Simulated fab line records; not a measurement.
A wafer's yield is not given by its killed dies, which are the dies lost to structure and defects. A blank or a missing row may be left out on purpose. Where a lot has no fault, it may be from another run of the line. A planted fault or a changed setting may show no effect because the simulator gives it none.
fab line records	flow nandHarc	part 1 of 2: steps 1 to 23 of 34
record: lots: 5	wafers: 15	lastDay: 22
route steps=1159 shown A_M1@1035 A_BONDPAD@1059
lots with no fault: from the same line, run without faults
startH: start of the lot's first displayed wafer, in hours after the record's first day	waitH: hours from the lot's prior step to this one	" unchanged from the row above	L1.1+2: a row that stands for several wafers	- no value, or no start was given	* or withheld: withheld	< > ~ a bound
route shown NAME@n: NAME is a module with steps in the file, n the number in the route of the first one	usual: the fault-free wafers' mean and standard deviation	same: alike in all rows	chamber/n: place in a boat	sites: the reading at each site	_std_site: the standard deviation of these	_edge_site: the outer-site mean with the inner-site mean subtracted	radiusMm: how far each site lies from the wafer's centre	mask NAME#n: copy n	behind: tool/chamber where the wafer was last shaped	hold: cause of the lot's hold/its duration in hours/its outcome	device: transistor that didn't switch, given as n, p or np	end of line: the route-end tests of the same wafers	a step with no rows: only its recipe	killed: not the wafer's yield, but the dies lost to structure and defects at the first sort	map: dies across one wafer; x = killed, . = not, _ = none there
set.NAME: the setting the step ran with; set.NAME@STEP: the setting that earlier step ran with	model.NAME: the simulator's own value behind a step, which no gauge read
lots at some steps of the route; a table a step, a row a wafer
services: a tool's chamber out of use, with start hour (startH, from the record's first day; less than 0 if before it), hours out, and reason
== steps ==
step: NHARC_A_M1_DEVELOP_08
recipe: developTimeS: 35	devTempC: 23
usual: chillPlateTempC: 22.99/0.11
lot.wafer	tool	chamber	startH	waitH	chillPlateTempC
L080.1	lithoTrack-01	0	-	-	22.96
L080.2	"	0	"	"	22.93
L080.4	"	0	"	"	23.08
L082.1	lithoTrack-04	0	-	-	22.96
L082.2	"	0	"	"	23.14
L082.3	"	0	"	"	23.03
L084.3	lithoTrack-04	0	-	-	23.03
L084.5	"	0	"	"	22.92
L084.6	"	0	"	"	22.85
L083.1	lithoTrack-01	0	-	-	22.94
L083.2	"	0	"	"	22.94
L083.3	"	0	"	"	23.05
L085.1	lithoTrack-01	0	-	-	23.07
L085.3	"	0	"	"	23.04
L085.5	"	0	"	"	22.97
step: NHARC_A_M1_CD_MEAS_09
recipe: targetCdNm: 120	landingEnergyEv: 500
usual: cdNm: 119.8/0.57
lot.wafer	tool	chamber	startH	waitH	cdNm
L080.1	cdSem-03	0	462.72	-	120.1
L080.2	"	0	"	"	120.2
L080.4	"	0	"	"	120.6
L082.1	cdSem-03	0	467.43	-	118.9
L082.2	"	0	"	"	118.7
L082.3	"	0	"	"	119.3
L084.3	cdSem-03	0	470.83	-	120.2
L084.5	"	0	"	"	120.2
L084.6	"	0	"	"	119.6
L083.1	cdSem-03	0	473.69	-	119.9
L083.2	"	0	"	"	120.0
L083.3	"	0	"	"	121.2
L085.1	cdSem-03	0	474.06	-	120.8
L085.3	"	0	"	"	120.2
L085.5	"	0	"	"	120.3
step: NHARC_A_M1_OVL_MEAS_10
recipe: pitchNm: 240
usual: overlayXNm: -0.1/0.69	overlayYNm: 0.0/0.6
lot.wafer	tool	chamber	startH	waitH	overlayXNm	overlayYNm
L080.1	overlay-02	-	462.81	-	0.8	0.6
L080.2	"	-	"	"	0.3	0.6
L080.4	"	-	"	"	0.6	0.9
L082.1	overlay-02	-	467.52	-	-1.3	1.3
L082.2	"	-	"	"	-1.4	0.7
L082.3	"	-	"	"	-0.7	0.9
L084.3	overlay-01	-	470.93	-	-0.4	1.0
L084.5	"	-	"	"	0.1	0.9
L084.6	"	-	"	"	-0.1	1.2
L083.1	overlay-02	-	473.77	-	-0.4	0.3
L083.2	"	-	"	"	-0.5	0.2
L083.3	"	-	"	"	-0.4	-0.1
L085.1	overlay-02	-	474.15	-	0.1	0.8
L085.3	"	-	"	"	0.0	0.5
L085.5	"	-	"	"	0.0	0.6
step: NHARC_A_M1_INSPECT_11
usual: rawDefectCount: 32/14
lot.wafer	tool	chamber	startH	waitH	rawDefectCount
L080.1	defectInspect-01	-	462.85	0.0	18
L080.2	"	-	"	"	16
L080.4	"	-	"	"	16
L082.1	defectInspect-01	-	467.56	0.0	28
L082.2	"	-	"	"	28
L082.3	"	-	"	"	17
L084.3	defectInspect-02	-	470.96	0.0	22
L084.5	"	-	"	"	36
L084.6	"	-	"	"	21
L083.1	defectInspect-02	-	473.83	0.1	31
L083.2	"	-	"	"	34
L083.3	"	-	"	"	32
L085.1	defectInspect-01	-	474.18	0.0	24
L085.3	"	-	"	"	30
L085.5	"	-	"	"	34
step: NHARC_A_M1_DESCUM_14
recipe: timeS: 3	o2FlowSccm: 200	arFlowSccm: 0	biasPowerW: 0	chemistry: O2
usual: drypumpMotorCurrentA: 5.5/0.46	oesProductAu: 1.002/0.0092	rfVppV: 57.8/0.85	showerheadPlenumPTorr: 1.91/0.072	throttleValvePct: 11.310/0.009
same: timeS: 3
lot.wafer	tool	chamber	startH	waitH	drypumpMotorCurrentA	oesProductAu	rfHoursCounterH	rfVppV	showerheadPlenumPTorr	throttleValvePct
L080.1	rieDiel-13	2	462.92	0.1	5.4	0.997	0	56.5	1.98	11.301
L080.2	"	3	"	"	5.8	1.014	0	58.4	1.88	11.297
L080.4	"	0	"	"	4.9	1.022	0	58.1	2.01	11.318
L082.1	rieDiel-13	3	467.62	0.1	5.9	1.013	0	56.6	1.88	11.300
L082.3	"	0	"	"	4.9	1.009	0	59.7	2.01	11.315
L082.2	"	2	"	"	5.5	1.000	0	57.5	1.98	11.299
L084.3	rieDiel-09	2	471.02	0.1	5.9	1.010	1	58.9	1.85	11.307
L084.5	"	2	"	"	5.9	1.013	-	57.7	1.85	11.308
L084.6	"	3	"	"	4.9	0.994	-	57.2	1.82	11.326
L083.3	rieDiel-01	0	473.89	0.1	5.1	0.996	12	56.4	1.86	11.308
L083.1	"	1	"	"	6.5	0.999	12	58.2	1.96	11.308
L083.2	"	3	"	"	5.2	0.994	11	57.6	1.88	11.306
L085.1	rieDiel-13	0	474.26	0.1	4.9	1.001	2	57.9	2.01	11.319
L085.3	"	1	"	"	5.8	0.990	2	57.5	1.96	11.310
L085.5	"	3	"	"	5.9	1.002	-	58.2	1.88	11.298
step: NHARC_A_M1_ETCH_35
recipe: targetDepthA: 400	overetchA: 120	timeS: 43.94	ionEnergyEv: 200	n2FlowSccm: 150	h2FlowSccm: 150	arFlowSccm: 0	rfW: 400	biasW: 150	chemistry: N2/H2
usual: drypumpMotorCurrentA: 5.5/0.44	oesProductAu: 1.002/0.0091	rfVppV: 430.4/2.3	showerheadPlenumPTorr: 2.04/0.079	throttleValvePct: 14.173/0.0086
same: timeS: 43.94
lot.wafer	tool	chamber	startH	waitH	drypumpMotorCurrentA	oesProductAu	rfHoursCounterH	rfVppV	showerheadPlenumPTorr	throttleValvePct
L080.4	rieDiel-13	2	463.01	0.1	5.5	0.989	0	432.8	2.12	14.158
L080.2	"	3	"	"	5.9	1.006	0	429.5	2.01	14.172
L080.1	"	0	"	"	4.9	1.012	0	435.0	2.14	14.161
L082.3	rieDiel-13	0	467.70	0.1	4.9	1.023	0	433.3	2.14	14.152
L082.1	"	1	"	"	5.9	0.997	0	431.7	2.09	14.177
L082.2	"	2	"	"	5.5	1.003	0	433.2	2.12	14.163
L084.3	rieDiel-09	0	471.11	0.1	5.9	0.998	1	429.9	1.99	14.162
L084.5	"	0	"	"	5.9	0.993	-	428.2	1.99	14.176
L084.6	"	1	"	"	5.1	1.008	-	426.7	1.91	14.182
L083.1	rieDiel-01	0	473.98	0.1	5.1	1.008	12	429.2	1.98	14.173
L083.2	"	1	"	"	6.5	1.004	12	431.4	2.09	14.183
L083.3	"	2	"	"	5.3	1.007	11	431.8	2.12	14.167
L085.3	rieDiel-13	1	474.33	0.1	5.8	0.989	2	431.7	2.09	14.181
L085.1	"	2	"	"	5.5	0.996	1	431.7	2.12	14.181
L085.5	"	1	"	"	5.8	0.992	-	432.8	2.09	14.171
step: NHARC_A_M1_ETCH_15
recipe: targetDepthA: 1825	timeS: 91.2	c4f8FlowSccm: withheld	arFlowSccm: 400	rfW: 600	biasW: 300	chemistry: C4F8/Ar
usual: oesProductAu: 0.957/0.025	rfVppV: 440.8/2.5
same: timeS: 91.2
lot.wafer	tool	chamber	startH	waitH	oesProductAu	rfHoursCounterH	rfVppV
L080.1	rieDiel-13	2	-	-	0.964	0	443.1
L080.2	"	0	"	"	1.006	0	444.1
L080.4	"	1	"	"	0.974	0	441.4
L082.3	rieDiel-13	0	-	-	0.978	0	443.9
L082.2	"	1	"	"	0.977	0	443.5
L082.1	"	3	"	"	0.977	0	440.2
L084.3	rieDiel-09	1	-	-	0.988	1	437.9
L084.6	"	3	"	"	0.932	-	437.5
L084.5	"	0	"	"	0.975	-	438.2
L083.1	rieDiel-01	0	-	-	0.950	12	439.1
L083.3	"	1	"	"	0.950	12	442.6
L083.2	"	2	"	"	0.949	11	443.9
L085.1	rieDiel-13	2	-	-	0.961	1	443.6
L085.3	"	0	"	"	1.009	2	443.5
L085.5	"	3	"	"	0.974	-	439.3
step: NHARC_A_M1_CD_MEAS_16
usual: cdNm: 119.7/0.79
lot.wafer	tool	chamber	startH	waitH	cdNm
L080.1	cdSem-03	-	463.22	-	119.1
L080.2	"	-	"	"	121.0
L080.4	"	-	"	"	120.6
L082.1	cdSem-02	-	467.92	-	118.5
L082.2	"	-	"	"	118.3
L082.3	"	-	"	"	119.2
L084.3	cdSem-03	-	471.33	-	119.9
L084.5	"	-	"	"	119.7
L084.6	"	-	"	"	119.3
L083.1	cdSem-03	-	474.19	-	119.6
L083.2	"	-	"	"	121.0
L083.3	"	-	"	"	120.7
L085.1	cdSem-02	-	474.55	-	120.6
L085.3	"	-	"	"	120.1
L085.5	"	-	"	"	120.4
step: NHARC_A_M1_STRIP_18
recipe: powerW: 1000	n2FlowSccm: 150	h2FlowSccm: 150	arFlowSccm: 0	biasW: 0	chemistry: N2/H2
usual: drypumpMotorCurrentA: 5.5/0.47	oesProductAu: 1.003/0.0085	rfVppV: 90.5/0.99	showerheadPlenumPTorr: 2.02/0.075	throttleValvePct: 14.172/0.0087
lot.wafer	tool	chamber	startH	waitH	drypumpMotorCurrentA	oesProductAu	rfHoursCounterH	rfVppV	showerheadPlenumPTorr	throttleValvePct
L080.4	rieDiel-01	1	463.32	0.1	6.5	1.005	10	92.4	2.09	14.177
L080.1	"	2	"	"	5.3	1.001	10	90.9	2.12	14.179
L080.2	"	3	"	"	5.2	0.988	10	90.8	2.00	14.162
L082.2	rieDiel-09	2	468.00	0.1	5.9	1.015	1	89.3	1.97	14.176
L082.3	"	0	"	"	5.9	1.007	1	90.8	1.99	14.174
L082.1	"	1	"	"	5.1	1.013	1	90.6	1.91	14.170
L084.3	rieDiel-01	1	471.43	0.1	6.5	1.002	12	90.4	2.09	14.167
L084.5	"	0	"	"	5.1	1.011	-	91.4	1.98	14.176
L084.6	"	1	"	"	6.5	0.993	-	90.5	2.09	14.180
L083.2	rieDiel-09	1	474.29	0.1	5.1	1.014	1	90.0	1.91	14.161
L083.3	"	2	"	"	5.9	1.014	1	90.8	1.97	14.168
L083.1	"	3	"	"	4.9	1.010	1	88.2	1.93	14.170
L085.3	rieDiel-13	1	474.62	0.1	5.8	0.998	2	91.0	2.09	14.184
L085.1	"	2	"	"	5.5	0.993	2	90.2	2.12	14.182
L085.5	"	1	"	"	5.8	0.996	-	90.6	2.09	14.183
step: NHARC_A_M1_ETCH_28
recipe: targetDepthA: 300	overEtchFrac: 0.3	timeS: 72.99	ionEnergyEv: 150	cf4FlowSccm: 50	n2FlowSccm: 100	arFlowSccm: 150	rfW: 300	biasW: 100	chemistry: CF4/N2
usual: drypumpMotorCurrentA: 5.5/0.49	oesProductAu: 1.004/0.0092	rfVppV: 313.9/1.7	showerheadPlenumPTorr: 2.61/0.089	throttleValvePct: 19.794/0.0089
same: timeS: 72.99
lot.wafer	tool	chamber	startH	waitH	drypumpMotorCurrentA	oesProductAu	rfHoursCounterH	rfVppV	showerheadPlenumPTorr	throttleValvePct
L080.4	rieDiel-01	0	-	-	5.2	1.002	10	313.6	2.55	19.798
L080.1	"	2	"	"	5.3	1.011	10	315.8	2.72	19.785
L080.2	"	3	"	"	5.2	0.993	10	313.6	2.58	19.797
L082.3	rieDiel-09	2	-	-	5.9	1.011	1	313.9	2.55	19.789
L082.2	"	0	"	"	5.8	1.005	1	312.8	2.57	19.797
L082.1	"	1	"	"	5.1	1.023	1	310.9	2.47	19.776
L084.3	rieDiel-01	0	-	-	5.2	1.007	12	312.0	2.55	19.809
L084.6	"	0	"	"	5.2	0.993	-	313.1	2.55	19.815
L084.5	"	1	"	"	6.5	1.010	-	315.5	2.68	19.786
L083.2	rieDiel-09	3	-	-	4.9	1.004	1	313.1	2.50	19.795
L083.1	"	0	"	"	5.9	1.002	1	313.9	2.57	19.792
L083.3	"	1	"	"	5.1	1.016	1	312.2	2.47	19.784
L085.3	rieDiel-13	1	-	-	5.8	1.000	2	316.8	2.69	19.786
L085.1	"	0	"	"	4.9	1.019	2	316.5	2.75	19.775
L085.5	"	2	"	"	5.5	0.984	-	315.8	2.72	19.810
step: NHARC_A_M1_STRIP_19
recipe: timeS: 600	tempC: 30	chemistry: postEtchResidueRemover
same: timeS: 600
lot.wafer	tool	chamber	startH	waitH
L080.4+1+2	wetBench-08	1,3,4	463.67	-
L082.1+2+3	wetBench-08	1,2,4	468.43	-
L084.3+6+5	wetBench-10	4,5,6	471.77	-
L083.3+1+2	wetBench-10	2,3,5	474.65	-
L085.3+5+1	wetBench-08	3,6,0	474.99	-
step: NHARC_A_M1_DEGAS_29
recipe: tempC: 250	timeS: 60
usual: heaterPowerW: 328/37
same: timeS: 60
lot.wafer	tool	chamber	startH	waitH	heaterPowerW
L080.4	pvdSputter-01	-	463.95	-	304
L080.1	"	-	"	"	341
L080.2	"	-	"	"	264
L082.3	pvdSputter-02	-	468.70	-	399
L082.1	"	-	"	"	318
L082.2	"	-	"	"	351
L084.3	pvdSputter-02	-	472.05	-	352
L084.6	"	-	"	"	311
L084.5	"	-	"	"	354
L083.3	pvdSputter-02	-	474.91	-	345
L083.2	"	-	"	"	385
L083.1	"	-	"	"	306
L085.3	pvdSputter-03	-	475.27	-	355
L085.1	"	-	"	"	347
L085.5	"	-	"	"	284
step: NHARC_A_M1_PRE_CLEAN_30
recipe: timeS: 30	tempC: 280	gas: H2/He
usual: heaterPowerW: 405/46
same: timeS: 30
lot.wafer	tool	chamber	startH	waitH	heaterPowerW
L080.2	pvdSputter-01	-	-	-	386
L080.1	"	-	"	"	377
L080.4	"	-	"	"	410
L082.1	pvdSputter-02	-	-	-	406
L082.3	"	-	"	"	499
L082.2	"	-	"	"	438
L084.3	pvdSputter-02	-	-	-	434
L084.5	"	-	"	"	413
L084.6	"	-	"	"	496
L083.3	pvdSputter-02	-	-	-	492
L083.2	"	-	"	"	369
L083.1	"	-	"	"	408
L085.3	pvdSputter-03	-	-	-	359
L085.1	"	-	"	"	448
L085.5	"	-	"	"	350
step: NHARC_A_M1_PVD_20
recipe: targetThkA: 50	biasV: 168.6	powerW: 15000	chamberPressurePa: 0.12	timeS: 8.06	substrateTempC: 50	material: TaN
usual: throttleValvePct: 30.1/0.97
same: timeS: 8.06
lot.wafer	tool	chamber	startH	waitH	throttleValvePct
L080.2	pvdSputter-01	-	-	-	30.5
L080.4	"	-	"	"	30.0
L080.1	"	-	"	"	29.7
L082.1	pvdSputter-02	-	-	-	29.5
L082.3	"	-	"	"	30.4
L082.2	"	-	"	"	30.2
L084.3	pvdSputter-02	-	-	-	30.3
L084.5	"	-	"	"	30.4
L084.6	"	-	"	"	30.1
L083.3	pvdSputter-02	-	-	-	29.6
L083.2	"	-	"	"	30.0
L083.1	"	-	"	"	30.4
L085.3	pvdSputter-03	-	-	-	30.9
L085.1	"	-	"	"	28.9
L085.5	"	-	"	"	29.5
step: NHARC_A_M1_PVD_21
recipe: targetThkA: 300	chamberPressurePa: 5	powerW: 5000	substrateTempC: 30	timeS: 20.49	material: Cu
usual: throttleValvePct: 29.9/0.96
same: timeS: 20.49
lot.wafer	tool	chamber	startH	waitH	throttleValvePct
L080.2	pvdSputter-01	-	-	-	30.5
L080.4	"	-	"	"	32.1
L080.1	"	-	"	"	29.6
L082.1	pvdSputter-02	-	-	-	30.5
L082.3	"	-	"	"	30.5
L082.2	"	-	"	"	29.1
L084.3	pvdSputter-02	-	-	-	30.3
L084.6	"	-	"	"	30.4
L084.5	"	-	"	"	29.3
L083.3	pvdSputter-02	-	-	-	29.2
L083.2	"	-	"	"	29.4
L083.1	"	-	"	"	30.3
L085.3	pvdSputter-03	-	-	-	29.6
L085.1	"	-	"	"	29.0
L085.5	"	-	"	"	30.1
step: NHARC_A_M1_ECD_22
recipe: targetThkA: 4000	bathTempC: 25	material: Cu
lot.wafer	tool	chamber	startH	waitH
L080.1+2+4	ecdCu-02	1,0,0	464.29	-
L082.2+1+3	ecdCu-02	0,1,0	469.09	-
L084.3+5+6	ecdCu-01	0,0,1	472.50	-
L083.1+2+3	ecdCu-01	0,1,1	475.48	-
L085.1+3+5	ecdCu-02	1	475.76	-
step: NHARC_A_M1_ANNEAL_31
recipe: tempC: 225	timeS: 90
usual: annealTempCMax: 226.5/0.43	wafer_temp_C_max: 226.0/0.58
same: timeS: 90
lot.wafer	tool	chamber	startH	waitH	annealTempCMax	wafer_temp_C_max
L080.1	rtpAnneal-01	0	464.67	0.3	225.7	225.4
L080.2	"	0	"	"	226.4	225.8
L080.4	"	0	"	"	226.1	225.7
L082.1	rtpAnneal-01	0	469.47	-	226.1	225.4
L082.2	"	0	"	"	226.0	225.4
L082.3	"	0	"	"	226.4	225.6
L084.3	rtpAnneal-01	0	472.88	0.3	226.4	225.9
L084.5	"	0	"	"	225.9	226.1
L084.6	"	0	"	"	226.1	225.8
L083.1	rtpAnneal-02	0	476.20	0.7	226.9	226.8
L083.2	"	0	"	"	227.1	226.2
L083.3	"	0	"	"	226.8	226.4
L085.1	rtpAnneal-01	0	476.27	0.5	226.0	225.6
L085.3	"	0	"	"	226.4	225.9
L085.5	"	0	"	"	225.6	225.4
step: NHARC_A_M1_CMP_23
recipe: tOverpolishS: 20	targetThkNm: 154.34
usual: motorCurrentA: 12.2/1.5	timeToEndpointS: 27.5/2.3
lot.wafer	tool	chamber	startH	waitH	motorCurrentA	timeToEndpointS
L080.1	cmp-02	0	465.01	-	13.3	29.4
L080.4	"	2	"	"	11.4	32.4
L080.2	"	3	"	"	12.3	32.1
L082.1	cmp-01	1	469.84	-	11.6	25.7
L082.3	"	2	"	"	12.5	26.8
L082.2	"	3	"	"	11.0	32.5
L084.3	cmp-03	2	473.21	-	13.7	29.8
L084.6	"	3	"	"	10.4	26.5
L084.5	"	0	"	"	12.1	27.2
L083.1	cmp-01	2	476.55	-	12.5	23.6
L083.2	"	3	"	"	10.9	30.0
L083.3	"	1	"	"	12.1	24.8
L085.1	cmp-03	3	476.64	-	10.3	26.2
L085.3	"	0	"	"	11.6	26.3
L085.5	"	2	"	"	13.6	28.1
step: NHARC_A_M1_THK_MEAS_24
recipe: thkMeasGauge: xrf
usual: thkNm: 153.6/1.6
lot.wafer	tool	chamber	startH	waitH	thkNm
L080.1	filmMetro-02	-	465.33	-	154.0
L080.2	"	-	"	"	155.5
L080.4	"	-	"	"	151.8
L082.1	filmMetro-02	-	470.12	-	153.8
L082.2	"	-	"	"	156.1
L082.3	"	-	"	"	152.0
L084.3	filmMetro-02	-	473.44	-	154.0
L084.5	"	-	"	"	153.1
L084.6	"	-	"	"	154.8
L083.1	filmMetro-02	-	476.87	-	155.1
L083.2	"	-	"	"	155.3
L083.3	"	-	"	"	153.5
L085.1	filmMetro-02	-	476.93	-	153.1
L085.3	"	-	"	"	151.6
L085.5	"	-	"	"	152.2
step: NHARC_A_M1_SRD_25
lot.wafer	tool	chamber	startH	waitH
L080.2+1+4	wetBench-10	1,2,4	465.38	0.0
L082.2+1+3	wetBench-08	7,1,2	470.17	0.0
L084.5+3+6	wetBench-10	5,0,1	473.48	0.0
L083.2+1+3	wetBench-08	0,1,4	476.91	0.0
L085.5+1+3	wetBench-10	4,5,7	476.97	0.0
step: NHARC_A_M1_INSPECT_27
usual: rawDefectCount: 463/120
lot.wafer	tool	chamber	startH	waitH	rawDefectCount
L080.1	defectInspect-02	-	465.53	0.1	476
L080.2	"	-	"	"	391
L080.4	"	-	"	"	451
L082.1	defectInspect-01	-	470.28	0.0	370
L082.2	"	-	"	"	465
L082.3	"	-	"	"	363
L084.3	defectInspect-02	-	473.60	0.0	359
L084.5	"	-	"	"	402
L084.6	"	-	"	"	358
L083.1	defectInspect-02	-	477.03	0.0	334
L083.2	"	-	"	"	281
L083.3	"	-	"	"	288
L085.1	defectInspect-01	-	477.09	0.0	853
L085.3	"	-	"	"	613
L085.5	"	-	"	"	597
step: NHARC_A_M1_PRE_CLEAN_32
recipe: timeS: 12	tempC: 370	rfPowerW: 300	gas: NH3
usual: heaterPowerW: 627/65
same: timeS: 12
lot.wafer	tool	chamber	startH	waitH	heaterPowerW
L080.2	pecvd-03	0	465.61	0.1	573
L080.1	"	1	"	"	627
L080.4	"	0	"	"	557
L082.3	pecvd-01	0	470.35	0.1	600
L082.1	"	1	"	"	579
L082.2	"	2	"	"	628
L084.3	pecvd-04	2	473.69	0.1	592
L084.5	"	0	"	"	716
L084.6	"	1	"	"	714
L083.3	pecvd-04	0	477.31	0.3	757
L083.1	"	1	"	"	709
L083.2	"	2	"	"	570
L085.1	pecvd-04	0	477.65	0.6	729
L085.3	"	1	"	"	647
L085.5	"	2	"	"	510
step: NHARC_A_M1_DEP_33
recipe: targetThkA: 300	tempC: 370	targetThkNm: 30	pressureTorr: 3	flowSccm: 200	rfW: 450	material: SiCN
usual: heaterPowerW: 576/60
lot.wafer	tool	chamber	startH	waitH	heaterPowerW
L080.2	pecvd-03	0	465.72	0.1	567
L080.1	"	1	"	"	490
L080.4	"	0	"	"	562
L082.3	pecvd-01	0	470.42	0.1	547
L082.1	"	1	"	"	515
L082.2	"	2	"	"	590
L084.3	pecvd-04	2	473.83	0.1	550
L084.5	"	0	"	"	646
L084.6	"	1	"	"	595
L083.3	pecvd-04	0	477.39	0.1	691
L083.1	"	1	"	"	590
L083.2	"	2	"	"	565
L085.1	pecvd-04	0	477.73	0.1	599
L085.3	"	1	"	"	604
L085.5	"	2	"	"	521
